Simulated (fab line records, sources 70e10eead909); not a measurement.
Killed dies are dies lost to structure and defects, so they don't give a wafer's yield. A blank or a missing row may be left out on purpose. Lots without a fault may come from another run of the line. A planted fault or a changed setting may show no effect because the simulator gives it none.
Chamber matching | flow nand_harc | NHARC_A_CHANNEL_FILL_D1_ALD_02 on ald_hk-04: 4 sister chambers
The step deposits SiO2, target thk 6 nm, pulse time 10 s, ald cycles 60. 4 wafers are shown with their chamber, then 9 later ones without.

WAFERS WITH THEIR CHAMBER
wafer  | chamber | heater_power_w (W)
L719.5 | 0       | 448
L722.4 | 1       | 442
L724.1 | 2       | 434
L724.5 | 3       | 554

WAFERS WITHOUT THEIR CHAMBER
wafer  | heater_power_w (W)
L726.2 | 417
L726.3 | 424
L726.5 | 454
L735.1 | 547
L735.3 | 431
L735.4 | 416
L736.2 | 439
L736.3 | 544
L736.6 | 435

WHICH CHAMBER EACH WENT THROUGH
wafer  | from the rows above          | in truth
L726.2 | can't be placed: 2 or 1 or 0 | 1
L726.3 | can't be placed: 2 or 1 or 0 | 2
L726.5 | can't be placed: 0 or 1 or 2 | 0
L735.1 | 3                            | 3
L735.3 | can't be placed: 2 or 1 or 0 | 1
L735.4 | can't be placed: 2 or 1 or 0 | 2
L736.2 | can't be placed: 1 or 2 or 0 | 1
L736.3 | 3                            | 3
L736.6 | can't be placed: 2 or 1 or 0 | 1
Placed correctly: 2 of 9. Can't be placed from these rows: 7 (the true chamber is among the candidates in 7). Placed wrongly: 0.
How it was worked out, from the rows above alone: a wafer's distance from a chamber is the root of the sum, over the readings, of the square of ((its reading less the chamber's mean) divided by the reading's scatter). The wafer belongs to the nearest chamber; if the next one is less than 2 further off, it can't be placed. A chamber's mean is the mean of its shown wafers. The scatter: with one shown wafer a chamber, the root of the mean of the squares of how far each hidden wafer lies from its nearest shown one.
